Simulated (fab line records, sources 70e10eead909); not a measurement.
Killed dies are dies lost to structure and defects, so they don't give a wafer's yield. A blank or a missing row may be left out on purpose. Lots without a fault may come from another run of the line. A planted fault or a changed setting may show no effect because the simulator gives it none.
fab line records | flow nand_harc
record lots=6 wafers=18 last_day=23
route steps=1159 shown A_BONDPAD@1074 HYBRID_BOND@1094 THIN_TSV@1101 END@1159
lots that met no fault: from a run of the same line without faults
start_h: hours from the record's first day to the start of the lot's first wafer shown | wait_h: hours since the lot's step before | " the same as in the row above | L1.1+2: a row that stands for several wafers | - no value, or no start given | * or withheld: withheld | < > ~ a bound
route shown NAME@n: a module of which the file shows steps, and the number in the route of the first | usual: mean/standard deviation of fault-free wafers | same: alike in all rows | chamber/n: place in a boat | sites: the reading at each site | _std_site: their standard deviation | _edge_site: outer sites' mean less inner sites' | radius_mm: how far each site lies from the wafer's centre | mask NAME#n: copy n | behind: the tool/chamber that last shaped the wafer | hold: why the lot was held/for how many hours/how that ended | device: the transistor (n, p or np) that didn't switch | end of line: the same wafers' tests at the end of the route | a step without rows: its recipe alone | killed: dies lost to structure and defects at the first sort, not the wafer's yield | map: a wafer's dies, x killed, . not, _ none there
set.NAME: the setting as run; set.NAME@STEP: as run at that earlier step | model.NAME: the simulator's own value behind a step, which no gauge read
lots at some steps of the route; a table a step, a row a wafer
services: from which hour (start_h, from the record's first day; less than 0 if before it) a tool's chamber was out of use, for how many hours, and why
## steps
# step NHARC_A_BONDPAD_HARDBAKE_10
# recipe temp_c=118 time_s=65
# step NHARC_A_BONDPAD_DESCUM_11
# recipe time_s=3 o2_flow_sccm=200 ar_flow_sccm=0 bias_power_w=0 chemistry=O2
# step NHARC_A_BONDPAD_ETCH_34
# recipe target_depth_a=600 overetch_a=180 time_s=65.91 ion_energy_ev=200 n2_flow_sccm=150 h2_flow_sccm=150 ar_flow_sccm=0 rf_w=400 bias_w=150 chemistry=N2/H2
# step NHARC_A_BONDPAD_ETCH_12
# recipe target_depth_a=2200 time_s=110 chf3_flow_sccm=50 o2_flow_sccm=10 ar_flow_sccm=200 rf_w=500 bias_w=200 chemistry=CHF3/O2
# step NHARC_A_BONDPAD_CD_MEAS_13
# usual cd_nm=499.7/2.1
# columns lot.wafer tool chamber start_h wait_h cd_nm
L254.3 cd_sem-02 - 417.67 - 502.0
L254.4 " - " " 499.7
L254.6 " - " " 500.7
L252.3 cd_sem-02 - 421.06 - 499.3
L252.4 " - " " 497.4
L252.5 " - " " 500.6
L256.1 cd_sem-01 - 450.05 - 500.8
L256.5 " - " " 501.0
L256.6 " - " " 500.1
L259.1 cd_sem-03 - 452.56 - 497.4
L259.3 " - " " 502.0
L259.6 " - " " 500.4
L263.3 cd_sem-01 - 481.24 - 502.2
L263.5 " - " " 501.8
L263.6 " - " " 498.5
L265.3 cd_sem-02 - 517.26 - 498.0
L265.5 " - " " 502.2
L265.6 " - " " 500.0
# step NHARC_A_BONDPAD_STRIP_15
# recipe o2_flow_sccm=500 ar_flow_sccm=0 bias_w=0 chemistry=O2
# step NHARC_A_BONDPAD_ETCH_24
# recipe target_depth_a=300 over_etch_frac=0.3 time_s=72.99 ion_energy_ev=150 cf4_flow_sccm=50 n2_flow_sccm=100 ar_flow_sccm=150 rf_w=300 bias_w=100 chemistry=CF4/N2
# step NHARC_A_BONDPAD_STRIP_16
# recipe time_s=600 temp_c=30 chemistry=post_etch_residue_remover
# step NHARC_A_BONDPAD_DEGAS_25
# recipe temp_c=300 time_s=60
# usual heater_power_w=461/45
# columns lot.wafer tool chamber start_h wait_h heater_power_w
L254.4 pvd_sputter-03 - 418.35 - 383
L254.3 " - " " 516
L254.6 " - " " 445
L252.3 pvd_sputter-03 - 421.71 - 486
L252.4 " - " " 386
L252.5 " - " " 456
L256.1 pvd_sputter-02 - 450.69 - 434
L256.6 " - " " 438
L256.5 " - " " 376
L259.3 pvd_sputter-03 - 453.19 - 455
L259.1 " - " " 487
L259.6 " - " " 489
L263.3 pvd_sputter-02 - 481.87 - 374
L263.6 " - " " 491
L263.5 " - " " 432
L265.3 pvd_sputter-02 - 517.88 - 358
L265.6 " - " " 440
L265.5 " - " " 370
# step NHARC_A_BONDPAD_PRE_CLEAN_26
# recipe time_s=30 temp_c=280 gas=H2/He
# usual heater_power_w=406/39
# columns lot.wafer tool chamber start_h wait_h heater_power_w
L254.4 pvd_sputter-03 - - - 396
L254.3 " - " " 331
L254.6 " - " " 450
L252.4 pvd_sputter-03 - - - 433
L252.3 " - " " 432
L252.5 " - " " 406
L256.1 pvd_sputter-02 - - - 436
L256.5 " - " " 434
L256.6 " - " " 375
L259.3 pvd_sputter-03 - - - 344
L259.1 " - " " 449
L259.6 " - " " 432
L263.3 pvd_sputter-02 - - - 442
L263.6 " - " " 380
L263.5 " - " " 323
L265.3 pvd_sputter-02 - - - 433
L265.5 " - " " 380
L265.6 " - " " 332
# step NHARC_A_BONDPAD_PVD_17
# recipe target_thk_a=50 bias_v=168.6 power_w=15000 chamber_pressure_pa=0.12 time_s=8.06 substrate_temp_c=50 material=TaN
# usual substrate_temp_c=49.99/0.11 throttle_valve_pct=30.2/0.81
# columns lot.wafer tool chamber start_h wait_h substrate_temp_c throttle_valve_pct
L254.4 pvd_sputter-03 - - - 49.83 30.4
L254.3 " - " " 49.93 29.8
L254.6 " - " " 50.08 30.3
L252.4 pvd_sputter-03 - - - 49.96 29.6
L252.3 " - " " 50.10 30.1
L252.5 " - " " 50.02 29.9
L256.1 pvd_sputter-02 - - - 50.01 28.8
L256.5 " - " " 50.04 30.2
L256.6 " - " " 50.04 29.8
L259.1 pvd_sputter-03 - - - 49.88 30.2
L259.3 " - " " 49.91 29.4
L259.6 " - " " 49.86 29.8
L263.3 pvd_sputter-02 - - - 50.07 30.2
L263.5 " - " " 50.08 30.3
L263.6 " - " " 50.00 28.8
L265.3 pvd_sputter-02 - - - 50.15 30.4
L265.6 " - " " 49.85 30.2
L265.5 " - " " 50.02 30.1
# step NHARC_A_BONDPAD_PVD_27
# recipe target_thk_a=300 chamber_pressure_pa=5 power_w=5000 substrate_temp_c=30 time_s=20.49 material=Cu
# usual substrate_temp_c=30.00/0.11 throttle_valve_pct=30.1/0.76
# columns lot.wafer tool chamber start_h wait_h substrate_temp_c throttle_valve_pct
L254.4 pvd_sputter-03 - - - 29.93 30.0
L254.3 " - " " 30.02 30.2
L254.6 " - " " 30.10 30.1
L252.4 pvd_sputter-03 - - - 30.03 30.3
L252.3 " - " " 30.06 30.3
L252.5 " - " " 30.27 30.2
L256.1 pvd_sputter-02 - - - 29.97 29.9
L256.5 " - " " 29.90 30.4
L256.6 " - " " 29.86 30.2
L259.3 pvd_sputter-03 - - - 29.83 30.5
L259.1 " - " " 30.01 30.2
L259.6 " - " " 29.87 30.3
L263.3 pvd_sputter-02 - - - 29.74 30.5
L263.6 " - " " 30.08 29.9
L263.5 " - " " 29.80 30.6
L265.3 pvd_sputter-02 - - - 29.90 30.0
L265.5 " - " " 29.93 30.1
L265.6 " - " " 30.07 29.0
# step NHARC_A_BONDPAD_ECD_18
# recipe target_thk_a=4000 bath_temp_c=25 material=Cu
# columns lot.wafer tool chamber start_h wait_h
L254.4+3+6 ecd_cu-02 0,1,1 418.94 -
L252.4+3+5 ecd_cu-01 1,0,0 422.17 -
L256.1+6+5 ecd_cu-02 0,0,1 451.03 -
L259.1+3+6 ecd_cu-02 1 453.91 -
L263.3+5+6 ecd_cu-01 0,0,1 482.32 -
L265.3+5+6 ecd_cu-01 1,1,0 518.35 -
# step NHARC_A_BONDPAD_ANNEAL_28
# recipe temp_c=225 time_s=90
# step NHARC_A_BONDPAD_CMP_19
# recipe t_overpolish_s=30 cu_recess_touch_s=16 target_thk_nm=169.8
# step NHARC_A_BONDPAD_THK_MEAS_20
# recipe thk_meas_gauge=xrf
# usual thk_nm=169.5/1.4
# columns lot.wafer tool chamber start_h wait_h thk_nm
L254.3 film_metro-02 - 419.89 - 168.9
L254.4 " - " " 169.7
L254.6 " - " " 169.4
L252.3 film_metro-02 - 423.11 - 171.4
L252.4 " - " " 171.4
L252.5 " - " " 172.6
L256.1 film_metro-01 - 452.07 - 168.3
L256.5 " - " " 167.9
L256.6 " - " " 169.6
L259.1 film_metro-01 - 454.97 - 169.0
L259.3 " - " " 169.1
L259.6 " - " " 168.8
L263.3 film_metro-02 - 483.26 - 171.2
L263.5 " - " " 170.6
L263.6 " - " " 169.5
L265.3 film_metro-02 - 519.30 - 168.8
L265.5 " - " " 169.7
L265.6 " - " " 171.3
# step NHARC_A_BONDPAD_SRD_21
# recipe time_s=30 temp_c=23 dry_time_s=20 spin_rpm=1500
# step NHARC_HYBRID_BOND_ACTIVATE_00
# recipe time_s=60 n2_flow_sccm=200 ar_flow_sccm=0 bias_power_w=0 chemistry=N2
# step NHARC_HYBRID_BOND_PRECLEAN_01
# recipe time_s=300 temp_c=23 chemistry=DIW
# step NHARC_HYBRID_BOND_SRD_02
# recipe time_s=30 temp_c=23 dry_time_s=20 spin_rpm=1500
# step NHARC_HYBRID_BOND_BOND_03
# recipe temp_c=25
# step NHARC_HYBRID_BOND_ANNEAL_04
# recipe temp_c=300 time_s=7200 ramp_up_c_per_min=5 ramp_down_c_per_min=3 idle_temp_c=100 pressure_atm=1
# step NHARC_HYBRID_BOND_OVL_MEAS_05
# usual overlay_x_nm=-1/34 overlay_y_nm=-2/32
# columns lot.wafer tool chamber start_h wait_h overlay_x_nm overlay_y_nm
L254.3 overlay-02 - 436.91 0.4 14 22
L254.4 " - " " 17 -15
L254.6 " - " " -11 -2
L252.3 overlay-01 - 436.91 0.4 32 -16
L252.4 " - " " -10 1
L252.5 " - " " 56 2
L259.1 overlay-02 - 462.96 0.4 18 -21
L259.3 " - " " -21 -17
L259.6 " - " " 72 25
L256.1 overlay-01 - 462.96 0.4 -13 -10
L256.5 " - " " -19 15
L256.6 " - " " -20 2
L263.3 overlay-02 - 491.01 0.4 36 27
L263.5 " - " " 53 -16
L263.6 " - " " -23 -14
L265.3 overlay-02 - 530.55 0.4 18 20
L265.5 " - " " 31 117
L265.6 " - " " -44 20
# step NHARC_THIN_TSV_GRIND_00
# recipe target_thk_um=6
# step NHARC_THIN_TSV_CMP_01
# recipe target_thk_um=3
# usual motor_current_A=12.0/0.95
# columns lot.wafer tool chamber start_h wait_h motor_current_A
L254.4 cmp-02 2 438.84 0.7 11.8
L254.3 " 3 " " 12.2
L254.6 " 1 " " 13.1
L252.4 cmp-01 0 440.37 0.6 11.5
L252.3 " 2 " " 10.2
L252.5 " 3 " " 12.4
L259.1 cmp-01 0 464.78 1.4 11.4
L259.3 " 1 " " 13.7
L259.6 " 0 " " 12.0
L256.1 cmp-03 0 466.44 1.4 11.8
L256.5 " 3 " " 11.7
L256.6 " 0 " " 12.6
L263.3 cmp-01 2 495.24 0.6 10.5
L263.6 " 1 " " 13.6
L263.5 " 2 " " 11.2
L265.3 cmp-01 3 533.27 0.7 12.6
L265.6 " 0 " " 11.6
L265.5 " 1 " " 13.2
# step NHARC_THIN_TSV_THK_MEAS_02
# recipe thk_meas_gauge=ir
# usual thk_nm=3017/230
# columns lot.wafer tool chamber start_h wait_h thk_nm
L254.3 film_metro-02 - 439.06 0.2 2894
L254.4 " - " " 3230
L254.6 " - " " 3207
L252.3 film_metro-02 - 440.61 0.2 2895
L252.4 " - " " 2976
L252.5 " - " " 2955
L259.1 film_metro-01 - 465.04 - 3002
L259.3 " - " " 3103
L259.6 " - " " 2911
L256.1 film_metro-01 - 466.68 - 3167
L256.5 " - " " 3182
L256.6 " - " " 3278
L263.3 film_metro-02 - 495.48 0.2 2874
L263.5 " - " " 3192
L263.6 " - " " 3100
L265.3 film_metro-02 - 533.46 - 3297
L265.5 " - " " 3379
L265.6 " - " " 3267
# step NHARC_THIN_TSV_SRD_03
# step NHARC_THIN_TSV_PRECLEAN_41
# recipe time_s=* temp_c=50 bath_age_min=0 chemistry=SC1
# step NHARC_THIN_TSV_SRD_42
# step NHARC_THIN_TSV_DEP_43
# recipe target_thk_a=13285 temp_c=withheld pressure_torr=6.5 rf_w=900 teos_flow_sccm=161.4 flow_sccm=2650 target_thk_nm=1328.5 gas=O2 material=SiO2
# step NHARC_THIN_TSV_DEHYDRATE_04
# recipe temp_c=150 time_s=120
# step NHARC_THIN_TSV_HMDS_05
# recipe time_s=30
# step NHARC_THIN_TSV_COAT_06
# recipe spin_rpm=*
# step NHARC_THIN_TSV_SOFTBAKE_07
# recipe temp_c=122 time_s=95
# step NHARC_THIN_TSV_EBR_08
# step NHARC_THIN_TSV_EXPOSE_09
# recipe na=0.55 dose_mj=30.7 mask_id=TSV
# step NHARC_THIN_TSV_PEB_10
# recipe peb_temp_c=118 peb_time_s=85
# step NHARC_THIN_TSV_DEVELOP_11
# recipe time_s=70
# step NHARC_END_SORT_01
# recipe temp_c=25
# usual defect_limited_yield=95.3/1.7 killed_at_array=28/11 killed_at_other=0.5/0.85 killed_at_periphery=2.7/1.9 killed_dies=32/12 killed_open=3.3/1.6 killed_short=2.1/1.5 sort_bin_2_pct=1.5/0.71 sort_bin_3_pct=0.25/0.23 sort_bin_4_pct=3.0/1.1 sort_n_pass=645/12 sort_rim_yield_pct=95/3.1 sort_yield_pct=95.3/1.7
# same gross_dies=677 sort_bin_5_pct[%]=0 sort_bin_6_pct[%]=0 sort_bin_7_pct[%]=0 sort_bin_8_pct[%]=0 sort_rim_n_gross=106.00
# columns lot.wafer tool chamber start_h wait_h defect_limited_yield[%] killed_at_array killed_at_other killed_at_periphery killed_dies killed_open killed_short sort_bin_2_pct[%] sort_bin_3_pct[%] sort_bin_4_pct[%] sort_n_pass sort_rim_yield_pct[%] sort_yield_pct[%]
L254.3 prober-01 0 458.67 3.1 93.9 36 0 5 41 6 2 1.8 0.15 4.1 636 94 93.9
L254.4 prober-01 0 459.47 3.4 95.6 26 0 4 30 3 1 1.2 0.15 3.1 647 92 95.6
L254.6 prober-01 0 461.08 4.0 96.3 23 0 2 25 5 1 1.5 0 2.2 652 92 96.3
L259.1 prober-02 0 482.38 2.5 27.9 485 1 2 488 2 2 26.6 6.65 38.8 189 34 27.9
L259.3 prober-02 0 483.97 3.1 25.7 501 1 1 503 3 0 32.9 5.76 35.6 174 25 25.7
L259.6 prober-02 0 486.35 4.0 28.7 482 0 1 483 2 4 30.0 7.39 34.0 194 23 28.7
L256.1 prober-01 0 488.32 2.5 96.5 20 0 4 24 5 1 1.3 0.30 1.9 653 97 96.5
L256.5 prober-01 0 491.53 3.7 23.8 514 0 2 516 1 1 28.5 5.47 42.2 161 19 23.8
L256.6 prober-01 0 492.33 4.0 95.9 26 0 2 28 7 4 1.2 0 3.0 649 97 95.9
L263.3 prober-02 0 522.28 3.1 96.0 23 1 3 27 3 0 0.6 0.44 3.0 650 98 96.0
L263.5 prober-02 0 523.90 3.7 94.7 31 2 3 36 1 2 1.6 0.30 3.4 641 97 94.7
L263.6 prober-02 0 524.71 4.0 95.6 25 4 1 30 2 0 1.9 0.15 2.4 647 94 95.6
L265.3 prober-01 0 550.01 3.1 92.8 43 2 4 49 5 3 1.5 0.74 5.0 628 95 92.8
L265.5 prober-01 0 551.61 3.7 95.9 25 1 2 28 1 1 1.3 0.30 2.5 649 93 95.9
L265.6 prober-01 0 552.41 4.0 94.5 34 1 2 37 1 2 2.4 0.30 2.8 640 89 94.5
# killed by level:class
L254.3 A_CHANNEL_HOLE_D1:chamber_film_flake=11 A_SLIT:chamber_film_flake=10 A_ZERO_WELL:chamber_film_flake=4 A_WL_FILL:geometric_particle:open=3 P_CONTACT:geometric_particle:open=2 A_SGD_CUT:chamber_film_flake=2 A_WL_FILL:chamber_film_flake=2 A_CONTACT:chamber_film_flake=2
L254.4 A_CHANNEL_HOLE_D1:chamber_film_flake=9 A_SLIT:chamber_film_flake=7 P_M0:chamber_film_flake=4 A_BLC:geometric_particle:open=2 A_STAIRCASE:chamber_film_flake=2 A_WL_FILL:chamber_film_flake=2 A_WL_FILL:geometric_particle:short=1 A_WL_FILL:geometric_particle:open=1
L254.6 A_SLIT:chamber_film_flake=10 A_CHANNEL_HOLE_D1:chamber_film_flake=8 P_CONTACT:geometric_particle:open=1 A_STAIRCASE:geometric_particle:open=1 A_WL_FILL:geometric_particle:open=1 A_WL_FILL:geometric_particle:short=1 A_CONTACT:geometric_particle:open=1 A_BLC:geometric_particle:open=1
L259.1 A_BONDPAD:unspecified=473 A_CHANNEL_HOLE_D1:chamber_film_flake=8 P_CONTACT:geometric_particle:open=2 A_CONTACT:chamber_film_flake=2 A_WL_FILL:geometric_particle:short=1 STARTING-WAFER:geometric_particle:short=1 A_STAIRCASE:chamber_film_flake=1
L259.3 A_BONDPAD:unspecified=489 A_CHANNEL_HOLE_D1:chamber_film_flake=8 P_GATE:geometric_particle:open=1 A_WL_FILL:geometric_particle:open=1 A_CONTACT:geometric_particle:open=1 A_STAIRCASE:chamber_film_flake=1 A_CONTACT:chamber_film_flake=1 THIN_TSV:chamber_film_flake=1
L259.6 A_BONDPAD:unspecified=467 A_CHANNEL_HOLE_D1:chamber_film_flake=6 A_WL_FILL:geometric_particle:short=2 A_CONTACT:chamber_film_flake=2 P_M2:geometric_particle:short=1 A_CONTACT:geometric_particle:open=1 A_BLC:geometric_particle:short=1 A_M1:geometric_particle:open=1
L256.1 A_SLIT:chamber_film_flake=11 A_CONTACT:geometric_particle:open=3 A_CHANNEL_HOLE_D1:chamber_film_flake=3 P_GATE:geometric_particle:open=2 A_CHANNEL_HOLE_D1:geometric_particle:short=1 P_STI:chamber_film_flake=1 P_GATE:chamber_film_flake=1 A_WL_FILL:chamber_film_flake=1
L256.5 A_BONDPAD:unspecified=501 A_SLIT:chamber_film_flake=7 A_CHANNEL_HOLE_D1:chamber_film_flake=2 A_CHANNEL_FILL_D1:geometric_particle:short=1 A_SGD_CUT:geometric_particle:open=1 P_STI:chamber_film_flake=1 P_BONDPAD:chamber_film_flake=1 A_STAIRCASE:chamber_film_flake=1
L256.6 A_SLIT:chamber_film_flake=9 A_CHANNEL_HOLE_D1:chamber_film_flake=4 A_CONTACT:geometric_particle:open=3 A_CHANNEL_FILL_D1:geometric_particle:open=2 A_WL_FILL:geometric_particle:short=2 A_ONON_D1:geometric_particle:open=1 A_CHANNEL_HOLE_D1:geometric_particle:open=1 A_CHANNEL_HOLE_D1:geometric_particle:short=1
L263.3 A_SLIT:chamber_film_flake=8 A_CHANNEL_HOLE_D1:chamber_film_flake=5 A_STAIRCASE:chamber_film_flake=4 A_CONTACT:geometric_particle:open=2 A_SOURCE_PLATE:geometric_particle:open=1 P_ZERO_WELL:chamber_film_flake=1 P_STI:chamber_film_flake=1 P_GATE:chamber_film_flake=1
L263.5 A_SLIT:chamber_film_flake=19 A_CHANNEL_HOLE_D1:chamber_film_flake=4 P_GATE:chamber_film_flake=2 A_CHANNEL_FILL_D1:chamber_film_flake=2 THIN_TSV:chamber_film_flake=2 A_CHANNEL_FILL_D1:geometric_particle:open=1 A_STAIRCASE:geometric_particle:short=1 A_WL_FILL:geometric_particle:short=1
L263.6 A_SLIT:chamber_film_flake=14 A_WL_FILL:chamber_film_flake=4 THIN_TSV:chamber_film_flake=4 A_CHANNEL_HOLE_D1:chamber_film_flake=3 A_STAIRCASE:chamber_film_flake=2 P_CONTACT:geometric_particle:open=1 A_WL_FILL:geometric_particle:open=1 A_CHANNEL_FILL_D1:chamber_film_flake=1
L265.3 A_CHANNEL_HOLE_D1:chamber_film_flake=19 A_SLIT:chamber_film_flake=14 A_CONTACT:chamber_film_flake=3 P_ZERO_WELL:chamber_film_flake=2 P_CONTACT:geometric_particle:open=1 A_ONON_D1:geometric_particle:open=1 A_ONON_D1:geometric_particle:short=1 A_STAIRCASE:geometric_particle:open=1
L265.5 A_CHANNEL_HOLE_D1:chamber_film_flake=13 A_SLIT:chamber_film_flake=9 A_ONON_D1:geometric_particle:open=1 A_M0:geometric_particle:short=1 P_ZERO_WELL:chamber_film_flake=1 P_STI:chamber_film_flake=1 A_BONDPAD:chamber_film_flake=1 THIN_TSV:chamber_film_flake=1
L265.6 A_CHANNEL_HOLE_D1:chamber_film_flake=18 A_SLIT:chamber_film_flake=9 A_STAIRCASE:chamber_film_flake=4 A_ONON_D1:geometric_particle:short=1 A_CONTACT:geometric_particle:open=1 STARTING-WAFER:geometric_particle:short=1 P_ZERO_WELL:chamber_film_flake=1 P_CONTACT:chamber_film_flake=1
# map L256.5 (x killed, . not)
____________.____________
_________.xxxxxx_________
_______xxxxxxx.xxx_______
______.xxx..x.xxx.x______
_____xx.xxxxxxxxx.x._____
____xxx.xxxxxxx.xxxx.____
____xxx.xxxxx.xxxx.xx____
___x.xxxxxx.xx.xx.xx.x___
___xxx.x.xx.x.xx.xxxxx___
__xx.xx.xxxxxxx..xxxxxx__
__x..xxx.xx..xxxxx.xxxx__
_xxxxx.x.x.xxxxxxx.x..x._
_.x.x.xx.xxxxxx..xx.xx.x_
_xxxxxxxx..xx.xxxx.xxxxx_
_xxxxx..xxxx..xxxx...xxx_
_xxxxxxxx.xxxxxxxx.xxxxx_
xxxxxxxxxxxx...xxxxxxxx.x
xxx.xxxxxxxxxxx..x.xxxxxx
xxxx....xx...xxx.xxxx.xx.
.....xxxxx.xx.x.xxx.x.xxx
xxxxx.x.xxxxxxxxxx.xxxxxx
_xxxxxxxxxxxx..x.x.x.xxx_
_.xxx.xxx.xxxxxxxxx.x.xx_
_x..xxxxxxxxxxxx...xxxxx_
_x.xx.xxxx.x..xxxxxx.xx._
_x.xxxxxxxxxxxx..x...x.x_
__xx.xxx.xxxxxxxxx...xx__
__xx..xx.xxxxxxxxx...xx__
___xxxxxxxx.xxxx.xxx.x___
___xxxxxxxxx.xx.xxxxxx___
____xx..x..xxx.x.x.x.____
____xxxxxxxxx..x.xx.x____
_____.xxxxxx.xxxx.xx_____
______.x.xxxxxx.xxx______
_______xxxxxxxxxxx_______
_________.xxxxxx_________
____________.____________
# map L259.3 (x killed, . not)
____________x____________
_________xxxx.xx_________
_______xxxxxxx.xxx_______
______xxxxxxxx..xxx______
_____.xxxxxxxxxxx.x._____
____xxx...x...xxxxxxx____
____xx.xxxxx.xx.xxxxx____
___..xxxx.xx.xxxxxx.xx___
___.xxxx.xxx.xx..x.xxx___
__xxxxx.x..xxxxx.xxxx.x__
__xxx.xxxxxx.xxxxx.xxx.__
_xxxxx.xxxxxxxxxxxx.xxxx_
_xx.xxxxx.xx..xxx.xx..xx_
_xx.xxx.xxx.xxxx.xxxxx.x_
_xxx.xxxxx.xxxxxxxx.xxxx_
_.xxxxxxx..xxx.x...x.xxx_
xxxxxxxx.x..xxxxx.xxxxxxx
xxxxx..xx..xxxx.x.xxxxxxx
xx.xxxxx.xx.xxxxxxxxxx.x.
xxxxxxxxxxxxxx.xxx.xxxxx.
x.xxxxxxx.xxxxxxxxxx.xxx.
_xxx.xx.xxxx.x.x.x.x..xx_
_x..x.xxxxxx.x.xxxxxxxx._
_xx.xxxxxxxxxxxxxxxxx.xx_
_.x.xxxxxxxx.xxxxx...xx._
_x.x...x.xxxxxxx...xx.x._
__..xxxx.xx...xxxx.x..x__
__x.xx..xx.xxx..xxx.xx.__
___xxx.xxxx..x.x.xxxxx___
___x.x.xx.xxxxxxx.xxx.___
____x.xxxx.xx..xxxxxx____
____xxx.xx...xx..xxxx____
_____...xx..x..xxx.._____
______xxx.x.x..xxxx______
_______xxx.x..xx.._______
_________.x.xx.x_________
____________x____________
## services
# columns tool chamber start_h hours kind
cmp-01 - 395.10 2.0 repair
cmp-02 - 395.13 0.6 repair
cmp-02 - 412.38 2.1 repair
pvd_sputter-02 - 415.97 2.9 repair
cmp-02 - 424.11 4.0 pm
cmp-02 - 430.19 5.5 repair
cmp-02 - 446.19 0.7 repair
ecd_cu-01 - 448.00 8.0 pm
cmp-03 - 449.40 11.6 repair
cmp-01 - 449.78 2.5 repair
pvd_sputter-03 - 458.00 10.0 pm
cmp-01 - 473.83 4.0 pm
cmp-01 - 477.83 - consumable_replace:conditioner
cmp-03 - 479.16 4.0 pm
pvd_sputter-02 - 487.12 0.6 repair
ecd_cu-01 - 492.89 0.9 repair
cmp-02 - 501.12 0.5 repair
cmp-02 - 506.90 3.2 repair
pvd_sputter-03 - 509.94 3.9 repair
cmp-01 - 510.46 4.5 repair
cmp-03 - 512.19 2.0 repair
pvd_sputter-02 - 521.46 2.7 repair
cmp-02 - 522.21 4.0 pm
ecd_cu-02 - 532.56 8.0 pm
## key
first_sign step=NHARC_END_SORT_01 reading=killed_at_array direction=up sigmas=41 usual=28 struck=496
effect step=NHARC_END_SORT_01 reading=defect_limited_yield direction=down sigmas=40 usual=95.3 struck=26.5
more_kills_born_at NHARC_A_BONDPAD_ECD_18@ecd_cu-02=1930
met_at NHARC_A_BONDPAD_ECD_18
struck_wafers L256.5,L259.1,L259.3,L259.6
onset_between 418.94 451.03
fault kind=chamber_particle_source tool=ecd_cu-02 chamber=1 onset_h=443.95 steps=NHARC_A_BONDPAD_ECD_18 rate_per_visit_cm2=1.4177
